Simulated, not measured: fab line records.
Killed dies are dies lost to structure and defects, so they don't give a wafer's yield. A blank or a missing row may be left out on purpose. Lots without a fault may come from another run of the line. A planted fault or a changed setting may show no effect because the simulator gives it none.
fab line records    flow nand-harc
record: lots: 13  wafers: 37  last-day: 25
route steps=1159 shown P_BONDPAD@367 A_ONON_D1@440 END@1159
lots untouched by any fault: they come from a run of this same line in which no faults occurred
start-h: hours from the record's first day to the start of the lot's first wafer shown    wait-h: hours from the lot's prior step to this one    " identical to the entry in the row above    L1.1+2: several wafers, shown together as one row    - either no value or no given start    * or withheld: withheld    < > ~ a bound
route shown NAME@n: NAME is a module with steps in the file, n the number in the route of the first one    usual: mean/standard deviation taken from wafers without a fault    same: alike in all rows    chamber/n: place in a boat    sites: readings site by site    _std_site: the values' standard deviation    _edge_site: mean of outer sites minus mean of inner sites    radius-mm: for every site, how far away it sits from the centre of the wafer    mask NAME#n: copy n    behind: the last tool/chamber to shape the wafer    hold: reason for holding the lot/hours on hold/outcome of the hold    device: which transistor (n, p or np) failed to switch    end of line: the route-end tests of the same wafers    where a step has no rows: the recipe by itself    killed: dies that structure and defects cost at the first sort, which is not the same as the wafer's yield    map: a wafer's dies, x killed, . not, _ none there
set.NAME: the run value of the setting; set.NAME@STEP: its run value at that earlier step    model.NAME: the simulator's own value behind a step, which no gauge read
the route's steps for a sample of lots (tables are steps, rows are wafers)
services: from which hour (start-h, from the record's first day; less than 0 if before it) a tool's chamber was out of use, for how many hours, and why
== steps ==
step: NHARC_P_BONDPAD_DESCUM_11
recipe: time-s: 3  o2-flow-sccm: 200  ar-flow-sccm: 0  bias-power-w: 0  chemistry: O2
usual: drypump-motor-current-A: 5.6/0.45  oes-product-au: 0.998/0.007  rf-vpp-V: 57.8/0.84  showerhead-plenum-p-Torr: 1.89/0.073  throttle-valve-pct: 11.311/0.0086
lot.wafer  tool         chamber  start-h  wait-h  drypump-motor-current-A  oes-product-au  rf-hours-counter-h  rf-vpp-V  showerhead-plenum-p-Torr  throttle-valve-pct
L340.1     rie-diel-06  0        128.24   -       5.8                      1.001           6                   57.8      1.87                      11.319
L340.4     "            0        "        "       5.8                      1.007           -                   57.2      1.87                      11.312
L340.5     "            2        "        "       5.1                      0.985           -                   59.0      1.92                      11.307
L342.1     rie-diel-06  2        149.90   -       5.1                      0.997           9                   57.7      1.92                      11.323
L342.2     "            3        "        "       6.0                      1.001           8                   58.0      1.85                      11.315
L342.6     "            1        "        "       6.0                      1.002           -                   57.0      1.92                      11.301
L341.2     rie-diel-06  2        152.10   -       5.0                      0.982           9                   58.7      1.92                      11.301
L341.6     "            3        "        "       6.0                      1.003           -                   56.5      1.85                      11.308
L341.4     "            2        "        "       5.0                      0.991           -                   58.9      1.92                      11.321
L345.2     rie-diel-06  3        158.89   -       6.0                      1.008           10                  57.6      1.85                      11.310
L345.3     "            0        "        "       5.8                      0.995           10                  57.3      1.87                      11.312
L345.5     "            0        "        "       5.8                      1.004           -                   56.6      1.87                      11.328
L348.2     rie-diel-08  0        170.61   -       5.9                      1.006           16                  58.1      1.80                      11.295
L348.3     "            1        "        "       6.4                      0.997           16                  57.5      1.87                      11.312
L348.6     "            1        "        "       6.4                      0.989           -                   56.8      1.87                      11.315
L353.4     rie-diel-01  1        211.38   -       5.5                      0.997           26                  57.6      1.81                      11.310
L353.1     "            0        "        "       5.8                      0.998           15                  56.4      2.00                      11.305
L351.3     rie-diel-08  0        212.00   -       5.9                      1.003           33                  57.3      1.79                      11.320
L351.1     "            2        "        "       5.2                      0.996           34                  58.3      2.06                      11.312
L355.4     rie-diel-06  1        217.30   -       6.0                      1.005           12                  57.1      1.92                      11.316
L355.1     "            0        "        "       5.8                      1.010           15                  58.3      1.87                      11.327
L355.5     "            1        "        "       6.1                      1.008           -                   58.2      1.92                      11.312
L358.3     rie-diel-06  0        231.76   -       5.8                      1.002           17                  58.4      1.87                      11.304
L358.2     "            2        "        "       5.0                      1.006           15                  57.4      1.92                      11.303
L358.6     "            0        "        "       5.8                      0.997           -                   57.6      1.87                      11.305
L359.3     rie-diel-01  0        247.16   -       5.8                      0.996           24                  59.5      2.00                      11.314
L359.2     "            1        "        "       5.4                      0.988           37                  56.0      1.81                      11.316
L359.4     "            3        "        "       5.1                      0.995           28                  58.0      2.01                      11.316
L361.2     rie-diel-08  2        256.16   -       5.2                      0.984           50                  57.8      2.06                      11.315
L361.6     "            1        "        "       6.4                      0.992           -                   59.0      1.86                      11.330
L361.5     "            2        "        "       5.2                      0.991           -                   57.6      2.06                      11.289
L362.3     rie-diel-08  2        264.29   -       5.2                      0.986           53                  59.6      2.06                      11.297
L362.4     "            3        "        "       5.5                      0.996           55                  57.5      1.78                      11.295
L362.5     "            1        "        "       6.4                      0.989           -                   56.8      1.85                      11.296
L363.4     rie-diel-06  1        265.30   -       6.0                      0.985           2                   59.3      1.91                      11.301
L363.3     "            3        "        "       6.0                      1.002           2                   58.7      1.85                      11.314
L363.6     "            2        "        "       5.1                      1.000           -                   56.6      1.92                      11.308
step: NHARC_P_BONDPAD_DEGAS_25
recipe: temp-c: 300  time-s: 60
usual: heater-power-w: 464/33
lot.wafer  tool            chamber  start-h  wait-h  heater-power-w
L340.1     pvd-sputter-01  -        129.21   -       501
L340.4     "               -        "        "       399
L340.5     "               -        "        "       495
L342.1     pvd-sputter-02  -        150.87   -       454
L342.2     "               -        "        "       483
L342.6     "               -        "        "       437
L341.4     pvd-sputter-01  -        153.28   -       514
L341.2     "               -        "        "       388
L341.6     "               -        "        "       512
L345.3     pvd-sputter-02  -        159.89   -       430
L345.2     "               -        "        "       514
L345.5     "               -        "        "       451
L348.3     pvd-sputter-02  -        171.56   -       450
L348.2     "               -        "        "       422
L348.6     "               -        "        "       440
L353.1     pvd-sputter-03  -        212.37   -       459
L353.4     "               -        "        "       459
L351.1     pvd-sputter-02  -        212.94   -       431
L351.3     "               -        "        "       479
L355.4     pvd-sputter-01  -        218.24   -       445
L355.1     "               -        "        "       520
L355.5     "               -        "        "       500
L358.3     pvd-sputter-03  -        232.69   -       466
L358.2     "               -        "        "       454
L358.6     "               -        "        "       466
L359.4     pvd-sputter-03  -        248.27   -       465
L359.3     "               -        "        "       469
L359.2     "               -        "        "       495
L361.2     pvd-sputter-03  -        257.81   -       425
L361.6     "               -        "        "       427
L361.5     "               -        "        "       458
L362.3     pvd-sputter-03  -        265.31   -       451
L362.4     "               -        "        "       461
L362.5     "               -        "        "       506
L363.3     pvd-sputter-02  -        266.27   -       513
L363.4     "               -        "        "       464
L363.6     "               -        "        "       484
step: NHARC_P_BONDPAD_ACTIVATE_29
recipe: time-s: 60  n2-flow-sccm: 200  ar-flow-sccm: 0  bias-power-w: 0  chemistry: N2
usual: drypump-motor-current-A: 5.7/0.4  oes-product-au: 1.000/0.0071  rf-vpp-V: 64.0/0.9  showerhead-plenum-p-Torr: 1.74/0.056
lot.wafer  tool         chamber  start-h  wait-h  drypump-motor-current-A  oes-product-au  rf-hours-counter-h  rf-vpp-V  showerhead-plenum-p-Torr
L340.1     rie-diel-06  1        130.93   0.1     6.0                      1.001           6                   64.7      1.77
L340.4     "            2        "        "       5.1                      0.998           7                   64.1      1.77
L340.5     "            2        "        "       5.1                      1.005           -                   65.7      1.77
L342.1     rie-diel-06  3        152.57   0.1     6.0                      1.008           9                   64.0      1.71
L342.2     "            0        "        "       5.8                      1.003           8                   63.7      1.73
L342.6     "            2        "        "       5.0                      0.990           -                   66.5      1.77
L341.2     rie-diel-06  2        155.07   0.1     5.1                      1.003           10                  64.5      1.77
L341.4     "            3        "        "       6.0                      1.013           -                   64.8      1.71
L341.6     "            0        "        "       5.8                      1.011           -                   64.1      1.73
L345.3     rie-diel-06  0        161.54   0.1     5.8                      1.006           10                  63.3      1.73
L345.2     "            3        "        "       6.0                      1.013           10                  63.9      1.71
L345.5     "            0        "        "       5.8                      0.998           -                   63.3      1.73
L348.3     rie-diel-06  0        173.26   0.1     5.8                      1.004           11                  65.0      1.73
L348.2     "            2        "        "       5.0                      1.004           12                  64.9      1.77
L348.6     "            3        "        "       6.0                      1.020           -                   63.6      1.71
L353.4     rie-diel-08  3        214.07   0.1     5.5                      1.008           36                  62.4      1.65
L353.1     "            2        "        "       5.2                      1.004           35                  63.8      1.91
L351.3     rie-diel-06  1        214.64   0.1     6.0                      1.001           12                  64.5      1.77
L351.1     "            3        "        "       6.0                      1.002           16                  64.1      1.71
L355.1     rie-diel-08  2        219.96   0.1     5.2                      0.998           38                  66.2      1.91
L355.4     "            1        "        "       6.4                      0.996           35                  63.8      1.72
L355.5     "            2        "        "       5.2                      1.006           -                   65.3      1.91
L358.2     rie-diel-06  3        234.37   0.1     6.0                      0.999           18                  63.8      1.70
L358.3     "            1        "        "       6.0                      0.989           14                  64.7      1.77
L358.6     "            3        "        "       6.0                      0.998           -                   63.0      1.70
L359.3     rie-diel-06  1        251.79   0.1     6.0                      0.982           0                   64.2      1.77
L359.2     "            2        "        "       5.1                      0.997           0                   63.5      1.77
L359.4     "            0        "        "       5.8                      0.999           0                   63.4      1.73
L361.2     rie-diel-06  3        259.48   0.1     6.0                      0.992           1                   61.9      1.70
L361.6     "            3        "        "       6.0                      0.993           -                   62.9      1.70
L361.5     "            0        "        "       5.8                      0.990           -                   64.9      1.72
L362.3     rie-diel-08  3        266.99   0.1     5.5                      1.003           55                  64.3      1.64
L362.4     "            1        "        "       6.4                      0.994           51                  63.9      1.71
L362.5     "            3        "        "       5.5                      0.999           -                   63.9      1.64
L363.4     rie-diel-06  2        267.97   0.1     5.1                      0.986           3                   64.3      1.77
L363.3     "            1        "        "       6.0                      0.991           2                   63.9      1.77
L363.6     "            3        "        "       6.0                      0.996           -                   64.7      1.70
step: NHARC_A_ONON_D1_DEP_22
recipe: target-thk-a: 10000  n2-flow-sccm: 2750  n2o-flow-sccm: 2000  nh3-flow-sccm: 500  sih4-flow-sccm: 210  temp-c: 400
lot.wafer   tool           chamber  start-h  wait-h
L340.1+4+5  pecvd-onon-02  0        166.83   0.1
L342.1+2+6  pecvd-onon-03  0        186.91   0.1
L341.2+4+6  pecvd-onon-02  0        186.99   0.1
L345.2+3+5  pecvd-onon-02  0        198.19   0.1
L348.2+3+6  pecvd-onon-02  0        212.26   0.1
L353.1+4    pecvd-onon-02  0        247.44   0.1
L351.1+3    pecvd-onon-02  0        247.79   0.1
L355.1+4+5  pecvd-onon-03  0        254.04   0.1
L358.2+3+6  pecvd-onon-04  0        269.48   0.1
L359.2+3+4  pecvd-onon-03  0        286.01   0.1
L361.2+5+6  pecvd-onon-04  0        293.61   0.1
L362.3+4+5  pecvd-onon-03  0        308.91   0.2
L363.3+4+6  pecvd-onon-04  0        308.92   0.2
step: NHARC_A_ONON_D1_THK_MEAS_24
recipe: thk-meas-gauge: ellipsometry
usual: thk-nm: 1000/12
lot.wafer  tool           chamber  start-h  wait-h  thk-nm
L340.1     film-metro-02  -        167.34   -       966
L340.4     "              -        "        "       966
L340.5     "              -        "        "       965
L342.1     film-metro-01  -        187.43   -       1008
L342.2     "              -        "        "       1005
L342.6     "              -        "        "       1004
L341.2     film-metro-01  -        187.45   -       1021
L341.4     "              -        "        "       1019
L341.6     "              -        "        "       1020
L345.2     film-metro-02  -        198.64   -       1010
L345.3     "              -        "        "       1011
L345.5     "              -        "        "       1008
L348.2     film-metro-02  -        212.71   -       1003
L348.3     "              -        "        "       1003
L348.6     "              -        "        "       1005
L353.1     film-metro-02  -        247.95   -       1570
L353.4     "              -        "        "       1001
L351.1     film-metro-01  -        248.31   -       1577
L351.3     "              -        "        "       1579
L355.1     film-metro-02  -        254.58   -       996
L355.4     "              -        "        "       997
L355.5     "              -        "        "       996
L358.2     film-metro-02  -        269.93   -       1007
L358.3     "              -        "        "       1007
L358.6     "              -        "        "       1006
L359.2     film-metro-01  -        286.47   -       1008
L359.3     "              -        "        "       1009
L359.4     "              -        "        "       1008
L361.2     film-metro-01  -        294.06   -       974
L361.5     "              -        "        "       975
L361.6     "              -        "        "       975
L362.3     film-metro-02  -        309.31   -       1006
L362.4     "              -        "        "       1003
L362.5     "              -        "        "       1005
L363.3     film-metro-02  -        309.32   -       1012
L363.4     "              -        "        "       1013
L363.6     "              -        "        "       1011
step: NHARC_END_SORT_01
recipe: temp-c: 25
usual: killed-at-array: 27/11  killed-at-other: 0.7/0.93  killed-at-periphery: 2.9/1.9  killed-dies: 30/11  killed-open: 3.1/1.7  killed-short: 1.9/1.3
same: gross-dies: 677
lot.wafer  tool       chamber  start-h  wait-h  killed-at-array  killed-at-other  killed-at-periphery  killed-dies  killed-open  killed-short
L353.1     prober-01  0        506.50   2.5     672              2                3                    677          1            2
L353.4     prober-01  0        508.86   3.4     41               1                4                    46           4            4
L351.1     prober-01  0        523.01   2.5     674              0                3                    677          2            1
L351.3     prober-01  0        524.63   3.1     674              0                3                    677          2            4
killed by level:class
L353.1 A_ONON_D1:area-dep=646 A_SLIT:chamber-film-flake=10 A_CONTACT:chamber-film-flake=5 A_STAIRCASE:chamber-film-flake=4 A_CHANNEL_HOLE_D1:chamber-film-flake=3 P_M1:chamber-film-flake=2 THIN_TSV:chamber-film-flake=2 P_M0:geometric-particle:short=1
L353.4 A_SLIT:chamber-film-flake=17 A_CHANNEL_HOLE_D1:chamber-film-flake=9 A_CONTACT:chamber-film-flake=6 A_CONTACT:geometric-particle:short=2 A_BLC:geometric-particle:open=2 P_M1:chamber-film-flake=2 A_STAIRCASE:chamber-film-flake=2 P_CONTACT:geometric-particle:open=1
L351.1 A_ONON_D1:area-dep=658 A_STAIRCASE:chamber-film-flake=5 A_ZERO_WELL:chamber-film-flake=4 A_CHANNEL_HOLE_D1:chamber-film-flake=2 A_WL_FILL:chamber-film-flake=2 P_M0:geometric-particle:open=1 A_CHANNEL_FILL_D1:geometric-particle:open=1 A_M0:geometric-particle:short=1
L351.3 A_ONON_D1:area-dep=654 A_STAIRCASE:chamber-film-flake=10 A_CHANNEL_HOLE_D1:chamber-film-flake=3 A_ONON_D1:geometric-particle:short=2 A_CONTACT:chamber-film-flake=2 P_GATE:geometric-particle:open=1 P_M2:geometric-particle:short=1 A_M0:geometric-particle:open=1
== services ==
tool            chamber  start-h  hours  kind
pecvd-onon-02   -        111.00   13.0   pm
rie-diel-01     1        111.30   2.4    repair
rie-diel-01     2        121.32   4.8    repair
rie-diel-06     1        122.87   5.4    repair
rie-diel-08     -        124.93   9.0    pm
rie-diel-01     1        133.71   5.2    repair
rie-diel-01     -        138.25   9.0    pm
pvd-sputter-01  -        139.91   1.7    repair
rie-diel-01     3        147.61   17.8   repair
rie-diel-06     1        150.62   12.8   repair
pecvd-onon-03   -        153.00   13.0   pm
pvd-sputter-01  -        158.00   10.0   pm
pvd-sputter-02  -        191.74   1.7    repair
pvd-sputter-01  -        197.77   0.6    repair
rie-diel-06     2        198.34   18.5   repair
pvd-sputter-02  -        215.13   10.0   pm
pecvd-onon-03   -        223.76   8.2    repair
pecvd-onon-04   -        237.20   13.0   pm
rie-diel-06     -        241.20   9.0    pm
pvd-sputter-02  -        275.82   1.1    repair
pvd-sputter-03  -        280.04   10.0   pm
rie-diel-06     0        280.77   6.9    repair
pecvd-onon-02   -        292.00   13.0   pm
rie-diel-08     -        302.10   9.0    pm
== key ==
first-sign: step: NHARC_A_ONON_D1_THK_MEAS_24  reading: thk-nm  direction: up  sigmas: 46  usual: 1000  struck: 1575
effect: step: NHARC_END_SORT_01  reading: killed-at-array  direction: up  sigmas: 59  usual: 27  struck: 673
more-kills-born-at: NHARC_A_ONON_D1_DEP_22@pecvd-onon-02: 1958
met-at NHARC_A_ONON_D1_DEP_22
struck-lots L351,L353
struck-wafers L351.1,L351.3,L353.1
later-rows-left-out L351.1,L351.3,L353.1
tester-left-out L351,L353
not-acting-at NHARC_P_BONDPAD_DESCUM_11,NHARC_P_BONDPAD_DEGAS_25,NHARC_P_BONDPAD_ACTIVATE_29
onset-between 212.26 247.44
fault: kind: process-parameter-drift  tool: pecvd-onon-02  chamber: -  onset-h: 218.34  steps: NHARC_A_ONON_D1_DEP_22  channel: target-thk-a  offset: *  shape: step  end-h: 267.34  scope: struck-wafers-only  acts-in: *  stated: *
tester-left-out: of these lots the tester's yield and bins aren't shown, on N5 and GAA mostly nor the transistor test; their killed dies are dies lost to structure and defects alone, not to doping, threshold or leakage, so they don't give the yield
later-rows-left-out: the simulator's readings of these wafers behind a module that went badly wrong aren't trusted and aren't shown, but for the sort
